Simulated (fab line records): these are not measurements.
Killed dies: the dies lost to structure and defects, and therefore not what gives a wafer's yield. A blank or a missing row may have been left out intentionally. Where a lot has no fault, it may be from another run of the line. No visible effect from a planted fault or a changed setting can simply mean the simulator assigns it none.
The same fault as seen by 2 desks	flow nand_harc	only its own numbers are on each desk; what lay behind them is given at the end

FROM THE METROLOGY DESK
Lot by lot, what the gauges showed, no matter which tool ran the lot: averages of those sampled wafers that carry a number. If a lot's mean is further than 4 standard deviations from the usual mean, the lot is out of limits and carries the mark OUT (the distance appears in the brackets).
Columns: A = cd_nm at NHARC_A_M0_CD_MEAS_09, usual 79.8 nm
lot	first seen here	A
L882	day 17 20:10	79.4
L886	day 17 21:41	80.0
L887	day 19 01:08	79.8
L890	day 20 00:07	79.8
L891	day 20 10:15	80.3
L892	day 20 10:34	80.1
L896	day 21 12:35	79.6
L894	day 21 13:01	79.4
L897	day 21 19:16	79.3
L895	day 21 19:43	79.2
L899	day 22 16:38	79.5
This desk's finding: nothing out of limits on any of the 11 lots.

FOR THE TOOL OWNER'S DESK: litho_track-06
The tool's own readings at NHARC_A_M0_PEB_07 (peb time 65 s): means of the sampled wafers that have a number, for each lot that ran on this tool. If a lot's mean is further than 4 standard deviations from the usual mean, the lot is out of limits and carries the mark OUT (the distance appears in the brackets).
Columns: A = chill_plate_temp_C at NHARC_A_M0_PEB_07, usual 22.98 C; B = heater_power_total_W at NHARC_A_M0_PEB_07, usual 156.6 W
lot	first seen here	A	B
L882	day 17 20:05	23.07	156.9
L890	day 20 00:02	23.00	156.6
L892	day 20 10:29	23.08	156.6
L896	day 21 12:29	22.89	156.6
L895	day 21 19:38	23.12	157.5
This desk's finding: nothing out of limits on any of the 5 lots.

PUT TOGETHER
At the metrology desk, nothing out of limits was observed.
The desk of the tool owner found nothing out of limits.

WHAT WAS PUT IN BY THE SIMULATOR
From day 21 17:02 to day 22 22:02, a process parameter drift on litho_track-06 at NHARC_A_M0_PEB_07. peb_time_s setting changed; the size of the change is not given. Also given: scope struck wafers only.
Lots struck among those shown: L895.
